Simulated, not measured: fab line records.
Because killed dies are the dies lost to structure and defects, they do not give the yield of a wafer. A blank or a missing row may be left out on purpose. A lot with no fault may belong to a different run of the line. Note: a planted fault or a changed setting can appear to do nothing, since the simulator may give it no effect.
Chamber matching | flow n5Finfet | aldMetal-02 running N5_HKMG_FIN_ALD_91: 4 sister chambers
The step deposits TiN, target thk 1 nm, pulse time 1 s, purge time 3 s. 4 wafers are shown with their chamber, then 10 later ones without.

## WAFERS WITH THEIR CHAMBER
wafer  | chamber | heaterPowerW (W)
L078.1 | 2       | 816
L087.6 | 0       | 945
L088.1 | 3       | 827
L088.3 | 1       | 889

## WAFERS WHOSE CHAMBER IS MISSING
wafer  | heaterPowerW (W)
L088.4 | 817
L091.2 | 878
L091.5 | 801
L091.6 | 835
L095.1 | 828
L095.2 | 968
L095.4 | 883
L096.2 | 975
L096.4 | 815
L096.5 | 862

## CHAMBER TAKEN BY EACH
wafer  | from the rows above          | in truth
L088.4 | can't be placed: 2 or 3      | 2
L091.2 | 1                            | 1
L091.5 | can't be placed: 2 or 3      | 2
L091.6 | can't be placed: 3 or 2      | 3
L095.1 | can't be placed: 3 or 2      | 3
L095.2 | 0                            | 0
L095.4 | 1                            | 1
L096.2 | 0                            | 0
L096.4 | can't be placed: 2 or 3      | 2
L096.5 | can't be placed: 1 or 3 or 2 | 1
Correctly placed: 4 of 10. Can't be placed from these rows: 6 (the true chamber is among the candidates in 6). 0 placed wrongly.
How it was worked out, from the rows above alone: a wafer's distance from a chamber is the root of the sum, over the readings, of the square of ((its reading less the chamber's mean) divided by the reading's scatter). If the next closest chamber is less than 2 further off than the closest, the wafer can't be placed; otherwise it belongs to the closest. Each chamber's mean is taken over the wafers shown for it. The scatter: root of mean squared gap, hidden wafer to nearest shown wafer, with one shown wafer a chamber.
